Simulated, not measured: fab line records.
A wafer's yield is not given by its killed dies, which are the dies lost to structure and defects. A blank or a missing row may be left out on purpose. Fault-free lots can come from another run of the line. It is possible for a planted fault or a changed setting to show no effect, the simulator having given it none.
fab line records    flow nandHarc
record lots=14  wafers=42  lastDay=34
route steps=1302 shown A_STAIRCASE@677
lots that met no fault: taken from a fault-free run of the same line
startH: hours from the record's first day to the start of the lot's first wafer shown    waitH: time in hours since the lot's previous step    " the same as in the row above    L1.1+2: a row that stands for several wafers    - either no value or no given start    * or withheld: withheld    < > ~ a bound
route shown NAME@n: NAME is a module with steps in the file, n the number in the route of the first one    usual: mean/standard deviation of fault-free wafers    same: alike in all rows    chamber/n: place in a boat    sites: the reading at each site    _std_site: standard deviation across them    _edge_site: the outer-site mean with the inner-site mean subtracted    radiusMm: for every site, how far away it sits from the centre of the wafer    mask NAME#n: copy n    behind: tool/chamber where the wafer was last shaped    hold: cause of the lot's hold/its duration in hours/its outcome    device: names the non-switching transistor (n, p or np)    end of line: the tests these same wafers got at the end of their route    a step without rows: its recipe alone    killed: at the first sort, the dies lost to defects and structure; wafer yield is something else    map: a wafer's dies, x killed, . not, _ none there
set.NAME: setting as actually run; set.NAME@STEP: the setting as run at that earlier step    model.NAME: the simulator's own value behind a step, which no gauge read
a sample of lots followed through the steps of the route, with each step as a table and each wafer as a row
services: from which hour (startH, from the record's first day; less than 0 if before it) a tool's chamber was out of use, for how many hours, and why
## steps
# step NHARC_A_STAIRCASE_TRIM_20
# recipe timeS=211.2  o2FlowSccm=500  arFlowSccm=0  biasW=0  chemistry=O2
# usual drypumpMotorCurrentA=5.7/0.35  oesProductAu=1.001/0.015  rfVppV=57.7/0.84  showerheadPlenumPTorr=3.52/0.15  throttleValvePct=17.037/0.0084
lot.wafer  tool        chamber  startH  waitH  drypumpMotorCurrentA  oesProductAu  rfHoursCounterH  rfVppV  showerheadPlenumPTorr  throttleValvePct
L956.1     rieDiel-02  2        361.02  0.1    6.0                   1.017         44               58.0    3.37                   17.032
L956.2     "           0        "       "      5.6                   1.019         42               58.3    3.34                   17.037
L956.5     "           0        "       "      5.6                   1.016         -                55.7    3.34                   17.041
L960.3     rieDiel-02  0        388.17  0.1    5.6                   1.011         47               57.9    3.34                   17.047
L960.4     "           1        "       "      5.4                   1.009         46               58.6    3.61                   17.037
L960.6     "           1        "       "      5.3                   1.013         -                59.2    3.61                   17.027
L959.2     rieDiel-02  0        389.71  0.1    5.6                   1.009         48               57.9    3.34                   17.033
L959.4     "           1        "       "      5.4                   1.007         47               57.4    3.61                   17.025
L959.1     "           2        "       "      5.9                   1.024         50               58.1    3.37                   17.039
L962.4     rieDiel-02  1        406.46  0.1    5.4                   1.010         1                57.8    3.61                   17.037
L962.1     "           0        "       "      5.6                   0.990         1                55.7    3.34                   17.036
L962.6     "           2        "       "      6.0                   1.004         -                58.1    3.36                   17.038
L961.1     rieDiel-01  0        406.65  0.1    6.2                   0.997         8                57.1    3.39                   17.044
L961.2     "           3        "       "      5.2                   0.974         9                58.3    3.62                   17.034
L961.6     "           1        "       "      5.7                   0.996         -                57.3    3.57                   17.040
L963.1     rieDiel-13  0        417.16  0.1    6.3                   1.002         25               57.3    3.31                   17.034
L963.4     "           1        "       "      6.1                   1.012         24               57.6    3.73                   17.028
L963.6     "           2        "       "      5.5                   0.989         -                58.2    3.73                   17.040
L965.2     rieDiel-01  2        454.81  0.1    5.7                   1.000         25               57.6    3.41                   17.052
L965.4     "           0        "       "      6.2                   0.986         23               58.1    3.38                   17.054
L965.5     "           2        "       "      5.7                   1.004         -                57.8    3.41                   17.054
L966.3     rieDiel-01  2        457.43  0.1    5.7                   1.001         26               58.6    3.41                   17.038
L966.4     "           3        "       "      5.2                   0.978         24               57.1    3.61                   17.041
L966.2     "           0        "       "      6.2                   0.991         24               57.9    3.38                   17.038
L967.1     rieDiel-01  2        466.14  0.1    5.7                   1.000         32               58.0    3.41                   17.039
L967.6     "           0        "       "      6.2                   1.002         -                56.6    3.38                   17.037
L967.5     "           1        "       "      5.7                   0.981         -                58.8    3.56                   17.041
L969.2     rieDiel-02  0        489.42  0.1    5.6                   0.987         25               57.2    3.32                   17.039
L969.4     "           3        "       "      5.3                   1.000         24               57.7    3.73                   17.052
L969.6     "           0        "       "      5.6                   0.999         -                58.1    3.32                   17.033
L970.3     rieDiel-01  0        499.95  0.1    6.2                   1.011         38               58.2    3.37                   17.037
L970.1     "           1        "       "      5.7                   1.000         33               58.1    3.55                   17.043
L970.4     "           3        "       "      5.2                   0.985         44               57.4    3.60                   17.036
L977.3     rieDiel-13  1        570.14  0.1    6.2                   1.013         16               58.5    3.70                   17.035
L977.2     "           2        "       "      5.5                   1.000         15               58.9    3.70                   17.032
L977.6     "           0        "       "      6.3                   1.005         -                56.5    3.28                   17.031
L978.3     rieDiel-01  2        570.79  0.2    5.7                   1.000         3                57.8    3.39                   17.034
L978.1     "           3        "       "      5.2                   0.978         3                58.4    3.58                   17.036
L978.6     "           0        "       "      6.2                   0.984         -                57.9    3.36                   17.038
L979.2     rieDiel-13  2        590.60  0.1    5.5                   0.997         24               60.0    3.69                   17.035
L979.6     "           0        "       "      6.3                   1.001         -                56.7    3.28                   17.024
L979.5     "           1        "       "      6.1                   1.015         -                57.0    3.70                   17.019
# step NHARC_A_STAIRCASE_TRIM_187
# recipe timeS=211.2  o2FlowSccm=500  arFlowSccm=0  biasW=0  chemistry=O2
# usual drypumpMotorCurrentA=5.7/0.39  oesProductAu=1.003/0.016  rfVppV=57.8/0.84  showerheadPlenumPTorr=3.53/0.16  throttleValvePct=17.037/0.01
lot.wafer  tool        chamber  startH  waitH  drypumpMotorCurrentA  oesProductAu  rfHoursCounterH  rfVppV  showerheadPlenumPTorr  throttleValvePct
L956.1     rieDiel-13  3        363.85  0.1    5.2                   1.036         3                58.3    3.67                   17.032
L956.2     "           1        "       "      6.1                   1.017         4                58.3    3.74                   17.045
L956.5     "           3        "       "      5.2                   1.032         -                58.8    3.67                   17.051
L960.4     rieDiel-01  0        390.84  0.1    6.2                   1.004         0                58.0    3.39                   17.048
L960.3     "           2        "       "      5.7                   0.997         0                57.4    3.43                   17.010
L960.6     "           3        "       "      5.1                   0.974         -                59.1    3.62                   17.047
L959.1     rieDiel-01  3        394.71  0.2    5.2                   0.984         4                58.1    3.62                   17.022
L959.2     "           0        "       "      6.2                   1.002         2                56.1    3.39                   17.031
L959.4     "           2        "       "      5.7                   0.988         4                56.2    3.43                   17.037
L961.2     rieDiel-13  0        409.35  0.1    6.3                   1.009         19               58.3    3.31                   17.026
L961.1     "           1        "       "      6.2                   1.005         18               58.5    3.73                   17.038
L961.6     "           0        "       "      6.3                   1.022         -                58.4    3.31                   17.039
L962.1     rieDiel-13  2        409.59  0.1    5.5                   0.999         18               57.8    3.73                   17.039
L962.4     "           0        "       "      6.3                   1.013         -                57.1    3.31                   17.039
L962.6     "           1        "       "      6.2                   1.016         -                58.7    3.73                   17.039
L963.1     rieDiel-13  0        419.66  0.1    6.3                   1.010         26               57.3    3.30                   17.037
L963.4     "           2        "       "      5.5                   0.989         25               58.2    3.73                   17.022
L963.6     "           0        "       "      6.3                   1.010         -                56.4    3.30                   17.048
L965.2     rieDiel-02  2        457.60  0.1    6.0                   0.995         14               55.7    3.36                   17.038
L965.4     "           3        "       "      5.3                   0.982         13               58.2    3.74                   17.027
L965.5     "           0        "       "      5.6                   0.984         -                57.3    3.33                   17.044
L966.3     rieDiel-02  1        460.09  0.1    5.4                   1.002         18               58.5    3.60                   17.037
L966.4     "           2        "       "      6.0                   1.002         15               56.5    3.36                   17.049
L966.2     "           3        "       "      5.2                   0.990         14               59.1    3.74                   17.026
L967.1     rieDiel-02  2        469.33  0.1    6.0                   1.319         18               57.4    3.36                   17.022
L967.6     "           1        "       "      5.4                   1.011         -                57.9    3.60                   17.053
L967.5     "           2        "       "      6.0                   1.311         -                58.2    3.36                   17.030
L969.2     rieDiel-02  3        492.16  0.1    5.3                   0.994         25               58.7    3.73                   17.046
L969.4     "           0        "       "      5.6                   1.001         26               57.5    3.32                   17.037
L969.6     "           2        "       "      6.0                   1.331         -                57.5    3.35                   17.045
L970.3     rieDiel-01  2        502.62  0.1    5.7                   0.995         45               58.2    3.40                   17.019
L970.4     "           3        "       "      5.2                   0.974         44               57.7    3.60                   17.043
L970.1     "           0        "       "      6.2                   1.008         39               57.6    3.37                   17.026
L977.3     rieDiel-01  2        572.78  0.1    5.7                   0.999         3                57.7    3.39                   17.051
L977.2     "           0        "       "      6.2                   0.994         3                56.7    3.36                   17.038
L977.6     "           1        "       "      5.7                   1.009         -                57.0    3.54                   17.037
L978.1     rieDiel-13  3        573.43  0.1    5.2                   1.022         15               57.6    3.64                   17.039
L978.3     "           0        "       "      6.3                   0.998         16               57.7    3.28                   17.059
L978.6     "           2        "       "      5.5                   1.003         -                58.5    3.70                   17.038
L979.2     rieDiel-01  0        593.26  0.1    6.2                   0.997         9                57.3    3.36                   17.047
L979.6     "           1        "       "      5.7                   1.006         -                57.4    3.54                   17.049
L979.5     "           2        "       "      5.7                   1.002         -                58.1    3.39                   17.033
# step NHARC_A_STAIRCASE_ETCH_188
# recipe targetDepthA=1000  timeS=40.5  ionEnergyEv=400  c4f8FlowSccm=20  o2FlowSccm=10  arFlowSccm=withheld  rfW=600  biasW=1000  chemistry=C4F8/O2
# usual oesProductAu=0.942/0.016  rfVppV=896/6.1
lot.wafer  tool        chamber  startH  waitH  oesProductAu  rfHoursCounterH  rfVppV
L956.2     rieDiel-13  2        -       -      0.936         3                905
L956.1     "           0        "       "      0.943         4                887
L956.5     "           3        "       "      0.961         -                902
L960.3     rieDiel-01  1        -       -      0.955         0                899
L960.4     "           2        "       "      0.947         0                892
L960.6     "           1        "       "      0.962         -                898
L959.1     rieDiel-01  3        -       -      0.902         5                902
L959.2     "           0        "       "      0.936         3                890
L959.4     "           2        "       "      0.919         5                892
L961.1     rieDiel-13  2        -       -      0.936         18               904
L961.2     "           0        "       "      0.932         19               888
L961.6     "           2        "       "      0.927         -                903
L962.1     rieDiel-13  0        -       -      0.934         20               888
L962.6     "           1        "       "      0.942         -                903
L962.4     "           2        "       "      0.919         -                902
L963.4     rieDiel-13  0        -       -      0.944         26               888
L963.1     "           1        "       "      0.946         24               903
L963.6     "           1        "       "      0.945         -                902
L965.4     rieDiel-02  3        -       -      0.945         13               904
L965.2     "           0        "       "      0.938         17               890
L965.5     "           2        "       "      0.968         -                890
L966.4     rieDiel-02  0        -       -      0.936         17               889
L966.3     "           2        "       "      0.935         15               889
L966.2     "           3        "       "      0.934         14               903
L967.1     rieDiel-02  1        -       -      0.962         21               897
L967.6     "           2        "       "      0.948         -                891
L967.5     "           3        "       "      0.943         -                903
L969.4     rieDiel-02  3        -       -      0.950         25               903
L969.2     "           1        "       "      0.960         28               899
L969.6     "           3        "       "      0.947         -                903
L970.1     rieDiel-01  2        -       -      0.935         45               894
L970.4     "           0        "       "      0.958         39               891
L970.3     "           1        "       "      0.943         34               896
L977.2     rieDiel-01  3        -       -      0.938         3                897
L977.3     "           1        "       "      0.955         3                897
L977.6     "           0        "       "      0.963         -                891
L978.1     rieDiel-13  1        -       -      0.971         17               901
L978.3     "           3        "       "      0.951         15               901
L978.6     "           1        "       "      0.963         -                901
L979.2     rieDiel-01  3        -       -      0.939         9                899
L979.6     "           3        "       "      0.926         -                898
L979.5     "           0        "       "      0.937         -                890
# step NHARC_A_STAIRCASE_TRIM_189
# recipe timeS=211.2  o2FlowSccm=500  arFlowSccm=0  biasW=0  chemistry=O2
# usual drypumpMotorCurrentA=5.7/0.38  oesProductAu=1.000/0.015  rfVppV=57.8/0.9  showerheadPlenumPTorr=3.54/0.17  throttleValvePct=17.038/0.0094
lot.wafer  tool        chamber  startH  waitH  drypumpMotorCurrentA  oesProductAu  rfHoursCounterH  rfVppV  showerheadPlenumPTorr  throttleValvePct
L956.2     rieDiel-13  1        -       -      6.2                   1.006         4                59.1    3.74                   17.034
L956.1     "           2        "       "      5.5                   0.993         3                58.7    3.74                   17.039
L956.5     "           1        "       "      6.2                   1.016         -                58.3    3.74                   17.026
L960.3     rieDiel-01  1        -       -      5.7                   0.987         0                58.7    3.57                   17.043
L960.4     "           0        "       "      6.2                   0.994         0                56.9    3.39                   17.044
L960.6     "           1        "       "      5.7                   0.983         -                57.9    3.57                   17.030
L959.2     rieDiel-01  0        -       -      6.2                   1.001         3                57.1    3.39                   17.027
L959.1     "           1        "       "      5.7                   0.988         3                58.5    3.57                   17.038
L959.4     "           3        "       "      5.2                   0.974         5                59.1    3.62                   17.044
L961.2     rieDiel-13  1        -       -      6.1                   1.003         18               58.8    3.73                   17.056
L961.1     "           0        "       "      6.3                   1.016         20               58.2    3.31                   17.044
L961.6     "           1        "       "      6.2                   1.014         -                57.8    3.73                   17.037
L962.1     rieDiel-13  2        -       -      5.5                   0.999         19               57.2    3.73                   17.040
L962.6     "           2        "       "      5.4                   0.998         -                57.2    3.73                   17.017
L962.4     "           1        "       "      6.1                   1.016         -                58.9    3.73                   17.041
L963.4     rieDiel-13  2        -       -      5.5                   0.985         25               57.2    3.73                   17.028
L963.1     "           3        "       "      5.2                   1.031         13               58.0    3.67                   17.030
L963.6     "           0        "       "      6.3                   1.009         -                58.0    3.30                   17.036
L965.4     rieDiel-02  3        -       -      5.3                   0.993         13               58.4    3.74                   17.057
L965.2     "           1        "       "      5.3                   1.012         17               56.9    3.60                   17.025
L965.5     "           3        "       "      5.3                   0.994         -                60.2    3.74                   17.037
L966.3     rieDiel-02  0        -       -      5.6                   0.989         18               58.3    3.33                   17.023
L966.2     "           1        "       "      5.4                   1.005         18               58.1    3.60                   17.050
L966.4     "           2        "       "      6.0                   0.989         15               56.5    3.36                   17.022
L967.1     rieDiel-02  1        -       -      5.3                   1.019         21               58.8    3.60                   17.044
L967.6     "           2        "       "      6.0                   1.010         -                57.7    3.36                   17.047
L967.5     "           3        "       "      5.2                   1.001         -                58.3    3.74                   17.043
L969.4     rieDiel-02  1        -       -      5.4                   1.027         28               55.9    3.60                   17.046
L969.2     "           2        "       "      6.0                   0.998         27               57.0    3.35                   17.034
L969.6     "           3        "       "      5.3                   1.001         -                58.7    3.73                   17.040
L970.3     rieDiel-01  2        -       -      5.7                   0.999         45               56.5    3.40                   17.050
L970.1     "           3        "       "      5.1                   0.961         44               59.6    3.60                   17.040
L970.4     "           1        "       "      5.7                   0.984         34               57.4    3.55                   17.036
L977.2     rieDiel-01  1        -       -      5.7                   1.018         3                58.5    3.54                   17.026
L977.3     "           3        "       "      5.1                   0.989         3                58.5    3.58                   17.034
L977.6     "           1        "       "      5.7                   1.014         -                57.3    3.54                   17.057
L978.3     rieDiel-13  3        -       -      5.2                   1.018         15               58.3    3.64                   17.040
L978.1     "           0        "       "      6.3                   0.991         16               57.4    3.28                   17.019
L978.6     "           1        "       "      6.2                   1.003         -                58.9    3.70                   17.019
L979.2     rieDiel-01  0        -       -      6.2                   1.000         9                57.5    3.36                   17.055
L979.6     "           1        "       "      5.7                   1.010         -                58.5    3.54                   17.045
L979.5     "           2        "       "      5.7                   0.999         -                56.8    3.39                   17.038
## services
tool        chamber  startH  hours  kind
rieDiel-13  -        342.01  9.0    pm
rieDiel-02  3        351.81  12.9   repair
rieDiel-01  0        360.12  -      clean
rieDiel-01  1        360.12  -      clean
rieDiel-01  2        360.12  -      clean
rieDiel-01  3        360.12  -      clean
rieDiel-13  1        378.30  5.1    repair
rieDiel-01  -        380.90  9.0    pm
rieDiel-01  0        380.90  9.0    ventCycle
rieDiel-01  1        380.90  9.0    ventCycle
rieDiel-01  2        380.90  9.0    ventCycle
rieDiel-01  3        380.90  9.0    ventCycle
rieDiel-01  0        389.90  -      clean
rieDiel-01  1        389.90  -      clean
rieDiel-01  2        389.90  -      clean
rieDiel-01  3        389.90  -      clean
rieDiel-13  3        391.08  21.6   repair
rieDiel-02  -        393.92  9.0    pm
rieDiel-01  1        431.94  13.4   repair
rieDiel-13  1        492.24  6.6    repair
rieDiel-13  0        495.00  16.7   repair
rieDiel-13  -        519.06  9.0    pm
rieDiel-01  -        557.90  9.0    pm
rieDiel-02  -        573.51  9.0    pm
## key
firstSign step=NHARC_A_STAIRCASE_TRIM_187  reading=oesProductAu  direction=up  sigmas=20  usual=1.003  struck=1.321
effect none on later readings
metAt NHARC_A_STAIRCASE_TRIM_187
struckLots L967,L969
struckWafers L967.1,L967.5,L969.6
laterRowsLeftOut L967.1,L967.5,L969.6
sortLeftOut L967.1,L967.5,L969.6
testerLeftOut L967,L969
notActingAt NHARC_A_STAIRCASE_TRIM_20,NHARC_A_STAIRCASE_ETCH_188,NHARC_A_STAIRCASE_TRIM_189
onsetBetween 460.09 469.33
fault kind=processParameterDrift  tool=rieDiel-02  chamber=2  onsetH=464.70  steps=NHARC_A_STAIRCASE_TRIM_187  channel=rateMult  offset=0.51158  shape=step  endH=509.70
# testerLeftOut: of these lots the tester's yield and bins aren't shown, on N5 and GAA mostly nor the transistor test; their killed dies are dies lost to structure and defects alone, not to doping, threshold or leakage, so they don't give the yield
# sortLeftOut: the simulated sort isn't trusted on such a fault, so these wafers' sort isn't shown, and their yield isn't known
# laterRowsLeftOut: the simulator's readings of these wafers behind a module that went badly wrong aren't trusted and aren't shown, but for the sort
